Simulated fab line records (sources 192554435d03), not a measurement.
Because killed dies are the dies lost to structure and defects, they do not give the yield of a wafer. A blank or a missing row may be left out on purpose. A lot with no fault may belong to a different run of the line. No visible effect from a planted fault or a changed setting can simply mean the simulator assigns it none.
Comparing a struck lot with a sound one | flow n5-finfet | 40 steps out of a route of 1938
Sound: these wafers, L927.1, L927.2, L927.3. Wafers struck: L940.1, L940.2, L940.3. The cause is given at the end.
Per side, at each step with rows, come the tool, then ch with its chambers, and then its first start. Under that, the readings that differ: sound wafers | struck wafers | difference of the means | sigmas: that difference in standard deviations of wafers without a fault.
alike: readings whose means differ by less than 2 such deviations, and words and numbers that are the same on both sides. not compared: withheld readings, readings that some wafer has no value for, bounds like >300 that may hide the same value, and numbers for which the record gives no deviation and whose values overlap.
Wherever a step has rows on one side only, a row that says differs or no value, or a row with sigmas, the two part there. When numbers do not overlap yet have no deviation, they are printed without sigmas and do not part them. A reading missing from all wafers of one side parts the sides only when that side holds two or more wafers.

first, 11 steps without rows for these wafers: N5_PMOS_HMC_CHANNEL_EPI_PRECLEAN_36 (cleans in O3/DIW, time 45 s); N5_PMOS_HMC_CHANNEL_EPI_PRECLEAN_18 (cleans in DHF, time 30 s); N5_PMOS_HMC_CHANNEL_EPI_SRD_19 (time 30 s); N5_PMOS_HMC_CHANNEL_EPI_EPI_20 (deposits SiGe30, target thk 59 nm); N5_PMOS_HMC_CHANNEL_EPI_HM_STRIP_35 (strips SiO2 in dHF, material SiO2, target depth 39.6 nm, time 216 s); N5_PMOS_HMC_CHANNEL_EPI_SRD_39 (time 30 s); N5_PMOS_HMC_CHANNEL_EPI_CMP_21 (polishes SiGe30, target thk 54 nm); N5_PMOS_HMC_CHANNEL_EPI_PRECLEAN_40 (cleans in DHF, time 30 s); N5_PMOS_HMC_CHANNEL_EPI_PRECLEAN_37 (cleans in O3/DIW, time 45 s); N5_PMOS_HMC_CHANNEL_EPI_PRECLEAN_24 (cleans in DHF, time 30 s); N5_PMOS_HMC_CHANNEL_EPI_SRD_25 (time 30 s).
N5_PMOS_HMC_CHANNEL_EPI_EPI_26: deposits Si from SiH4/H2, target thk 3.8 nm, time 22.7 s.
  sound on epi-rpcvd-02 ch 0, day 1 19:55; struck on epi-rpcvd-02 ch 0, day 5 04:22
  alike: chamber-pressure-Torr, susceptor-temp-C, throttle-valve-pct
N5_PMOS_HMC_CHANNEL_EPI_INSPECT_30: inspects for defects (darkfield).
  sound: defect-inspect-02 at day 1 20:17; struck: defect-inspect-02 at day 5 04:45
  reading          | sound    | struck      | difference | sigmas
  raw-defect-count | 11 24 10 | 807 843 811 | +805       | +99 or more
then, 19 steps without rows for these wafers: N5_FIN_SAQP_PRECLEAN_42 (cleans in O3/DIW, time 60 s); N5_FIN_SAQP_PRECLEAN_00 (cleans in SC1, time 60 s); N5_FIN_SAQP_PRECLEAN_44 (cleans in SC2, time 45 s); N5_FIN_SAQP_SRD_01 (time 30 s); N5_FIN_SAQP_ALD_61 (deposits SiO2, target thk 4 nm, pulse time 1 s, purge time 2 s); N5_FIN_SAQP_DENSIFY_62 (time 60 s); N5_FIN_SAQP_HM_DEP_03 (deposits SiNx from SiH4/NH3/N2, target thk 38 nm, time 33.6 s); N5_FIN_SAQP_PECVD_47 (deposits a-Si from SiH4/He, target thk 45 nm, time 36.3 s); N5_FIN_SAQP_PECVD_48 (deposits SiNx from SiH4/NH3/N2, target thk 25 nm, time 22.1 s); N5_FIN_SAQP_PECVD_06 (deposits a-Si from SiH4/He, target thk 60 nm, time 48.1 s); N5_FIN_SAQP_HM_DEP_72 (deposits SiO2 from SiH4/N2O, target thk 12 nm, time 7.2 s); N5_FIN_SAQP_COAT_49 (time 60 s, resist thk 100 nm); N5_FIN_SAQP_COAT_50 (time 60 s, resist thk 35 nm); N5_FIN_SAQP_COAT_10 (resist thk 90 nm); N5_FIN_SAQP_EBR_12; N5_FIN_SAQP_SOFTBAKE_11 (time 60 s); N5_FIN_SAQP_EXPOSE_13 (exposes mask FIN CORE, target cd 35.6 nm); N5_FIN_SAQP_PEB_14 (peb time 60 s); N5_FIN_SAQP_DEVELOP_15 (develop time 30 s).
N5_FIN_SAQP_INSPECT_18: inspects for defects (brightfield).
  sound: defect-inspect-02 at day 1 21:50; struck: defect-inspect-01 at day 5 06:05
  reading          | sound       | struck         | difference | sigmas
  raw-defect-count | 466 403 500 | 1122 1231 1027 | +670       | +6
then, 3 steps without rows for these wafers: N5_FIN_SAQP_DESCUM_21 (chemistry O2, time 7.9 s); N5_FIN_SAQP_ETCH_51 (etches SiARC in CF4, target depth 45.5 nm, time 75.8 s); N5_FIN_SAQP_ETCH_52 (etches SOC in N2/H2, target depth 100 nm, overetch 20 nm, time 150 s).
N5_FIN_SAQP_INSPECT_40: inspects for defects (brightfield).
  sound: defect-inspect-02 at day 2 02:02; struck: defect-inspect-02 at day 5 10:22
  reading          | sound       | struck         | difference | sigmas
  raw-defect-count | 233 311 337 | 1183 1225 1035 | +854       | +13
N5_FIN_CUT_INSPECT_10: inspects for defects (brightfield).
  sound: defect-inspect-01 at day 2 02:34; struck: defect-inspect-02 at day 5 10:53
  reading          | sound    | struck      | difference | sigmas
  raw-defect-count | 42 53 58 | 853 904 835 | +813       | +68
-- the record jumps here: 6 days lie between the struck wafers' starts before and after (it left off in module FIN_CUT and takes up again in module BEOL_M4, whose first step shown is number 1111 of the route) --
N5_BEOL_M4_RC_MEAS_101:
  sound on prober-01 ch 0, day 7 22:58; struck on prober-01 ch 0, day 11 21:58
  alike: DIBL_N, DIBL_P, IOFF_N, IOFF_P, ION_N, ION_P, SS_N, SS_P, VT_N, VT_P
-- record jumps: 4 days separate the struck wafers' starts on either side; left off in module BEOL_M4, taken up again in module PASSIVATION, whose first shown step is the route's number 1936 --
N5_PASSIVATION_PROBE_49:
  sound: prober-02 at day 12 00:01; struck: prober-02 at day 16 07:22
  reading                  | sound          | struck         | difference | sigmas
  defect-limited-yield (%) | 91.4 91.8 94.2 | 84.1 84.5 82.9 | -8.6       | -6
  killed-at-front-end      | 35 34 23       | 126 128 131    | +98        | +8
  killed-dies              | 101 97 68      | 188 183 202    | +102       | +6
  killed-on-rim            | 13 14 8        | 29 34 35       | +21        | +5
  sort_bin_5_function (%)  | 5.3 4.7 3.2    | 8.2 9.1 11.1   | +5.1       | +5
  sort-n-pass              | 1079 1083 1112 | 992 997 978    | -102       | -6
  sort-yield-pct (%)       | 91.4 91.8 94.2 | 84.1 84.5 82.9 | -8.6       | -6
  alike: killed_at_M0_to_M3, killed_at_M4_up, killed-at-contacts, killed-at-other, killed-open, killed-short, sort_bin_6_memory

## WHERE THEY PART
First at N5_PMOS_HMC_CHANNEL_EPI_INSPECT_30; last, within this record, at N5_PASSIVATION_PROBE_49.

WHY: whatever the simulator had introduced
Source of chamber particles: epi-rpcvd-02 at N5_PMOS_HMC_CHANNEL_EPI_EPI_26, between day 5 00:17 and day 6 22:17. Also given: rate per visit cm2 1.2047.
